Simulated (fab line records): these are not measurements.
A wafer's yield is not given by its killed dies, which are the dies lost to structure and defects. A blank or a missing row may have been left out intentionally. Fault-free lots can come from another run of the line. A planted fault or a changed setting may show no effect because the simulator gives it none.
A lot that was struck, set against a sound lot / flow n5_finfet / 36 steps out of a route of 1938
Sound: wafers L393.2, L393.3, L393.6. Struck: wafer L404.3 (L404.1, L404.4, from the same lot, were not struck and are left out); the cause is given at the end.
At each step with rows: each side's tool, then ch and its chambers, then its first start. Under that, the readings that differ: sound wafers / struck wafers / difference of the means / sigmas: that difference in standard deviations of wafers without a fault.
alike: words and numbers the same on both sides, and readings whose means are apart by under 2 such deviations; not compared: readings that were withheld, readings missing a value for some wafer, numbers with overlapping values and no deviation given by the record, and bounds like >300 which may hide the same value.
Wherever a step has rows on one side only, a row that says differs or no value, or a row with sigmas, the two part there. Numbers that don't overlap but have no deviation are shown without sigmas and don't part them. Lack of a reading on every wafer of one side parts them only where that side has two or more wafers.

first, 9 steps without rows for these wafers: N5_BEOL_M4_ANNEAL_95 (time 240 s); N5_BEOL_M4_SPUTTER_96 (material Cu, target thk 4.5 nm, time 8.29 s); N5_BEOL_M4_ECD_50 (material Cu, target thk 300 nm); N5_BEOL_M4_ANNEAL_51 (time 90 s); N5_BEOL_M4_CMP_52 (polishes, stops on SiOC, t overpolish 6.8 s, target thk 40 nm); N5_BEOL_M4_PRE_CLEAN_60 (time 15 s); N5_BEOL_M4_CO_CAP_55 (material Co, precursor CCTBA/H2, target thk 2 nm, time 102.1 s); N5_BEOL_M4_PRE_CLEAN_56 (time 15 s); N5_BEOL_M4_DEP_57 (deposits SiCN from 3MS/NH3, target thk 8 nm, time 14 s).
N5_BEOL_M4_RC_MEAS_101:
  sound on prober-01 ch 0, day 8 01:29; struck on prober-02 ch 0, day 10 16:47
  alike: DIBL_N, DIBL_P, IOFF_N, IOFF_P, ION_N, ION_P, SS_N, SS_P, VT_N, VT_P
then, 24 steps without rows for these wafers: N5_BEOL_M5_ILD_DEP_00 (deposits SiCOH lowk from DEMS/porogen, target thk 140.64 nm, time 25.9 s); N5_BEOL_M5_CURE_79 (cures SiCOH lowk, time 240 s); N5_BEOL_M5_PECVD_70 (deposits SiO2 from TEOS/O2, target thk 16 nm, time 18 s); N5_BEOL_M5_HM_DEP_02 (deposits TiN, target thk 20 nm); N5_BEOL_M5_COAT_59 (time 60 s, resist thk 60 nm); N5_BEOL_M5_COAT_60 (time 60 s, resist thk 12 nm); N5_BEOL_M5_COAT_71 (time 60 s, resist thk 5 nm); N5_BEOL_M5_COAT_05 (resist thk 30 nm); N5_BEOL_M5_EBR_07; N5_BEOL_M5_SOFTBAKE_06 (time 60 s); N5_BEOL_M5_EXPOSE_08 (exposes mask M5, target cd 28 nm); N5_BEOL_M5_PEB_09 (peb time 60 s); N5_BEOL_M5_DEVELOP_10 (develop time 30 s); N5_BEOL_M5_DESCUM_16 (chemistry O2, time 7 s); N5_BEOL_M5_ETCH_72 (etches underlayer in N2/H2, target depth 6.5 nm, time 5.2 s); N5_BEOL_M5_ETCH_61 (etches SiARC in CF4, target depth 15.6 nm, time 26 s); N5_BEOL_M5_ETCH_62 (etches SOC in N2/H2, target depth 75 nm, overetch 15 nm, time 112.5 s); N5_BEOL_M5_STRIP_63 (strips in N2/H2); N5_BEOL_M5_STRIP_73 (strips in N2/H2); N5_BEOL_M5_STRIP_64 (strips in CF4); N5_BEOL_M5_HM_OPEN_17 (chemistry Cl2/BCl3, target TiN, target depth 20 nm, overetch 6 nm); N5_BEOL_M5_STRIP_19 (strips in O2); N5_BEOL_M5_COAT_65 (time 60 s, resist thk 60 nm); N5_BEOL_M5_COAT_66 (time 60 s, resist thk 12 nm).
-- the record jumps here: 4 days lie between the struck wafers' starts before and after (it left off in module BEOL_M5 and takes up again in module MIM_BOT, whose first step shown is number 1833 of the route) --
N5_MIM_BOT_SPUTTER_00: material TiN, target thk 35 nm, time 89.7 s.
  struck on pvd_sputter-03, day 14 21:30; sound on pvd_sputter-03, day 11 16:05
reading=model.TiN_of_MIM_BOT_SPUTTER_00.thk_nm (nm); sound=35.6 35.6 35.4; struck=45; difference=+9; sigmas=
  alike: throttle_valve_pct
N5_PASSIVATION_PROBE_49:
  struck on prober-01, day 15 12:01; sound on prober-02, day 12 08:00
reading=defect_limited_yield (%); sound=91.4 89.5 90.9; struck=63.1; difference=-27.5; sigmas=-18
reading=killed_at_front_end; sound=45 50 43; struck=19; difference=-27; sigmas=-2
reading=killed_at_other; sound=0 3 12; struck=349; difference=+344; sigmas=+99 or more
reading=killed_dies; sound=102 124 107; struck=436; difference=+325; sigmas=+18
reading=sort_n_pass; sound=1078 1056 1073; struck=744; difference=-325; sigmas=-18
reading=sort_yield_pct (%); sound=91.4 89.5 90.9; struck=63.1; difference=-27.5; sigmas=-18
  alike: killed_at_M0_to_M3, killed_at_M4_up, killed_at_contacts, killed_open, killed_short, sort_bin_5_function, sort_bin_6_memory

WHERE THEY PART
Within this record, at N5_PASSIVATION_PROBE_49 only.

WHY: whatever the simulator had introduced
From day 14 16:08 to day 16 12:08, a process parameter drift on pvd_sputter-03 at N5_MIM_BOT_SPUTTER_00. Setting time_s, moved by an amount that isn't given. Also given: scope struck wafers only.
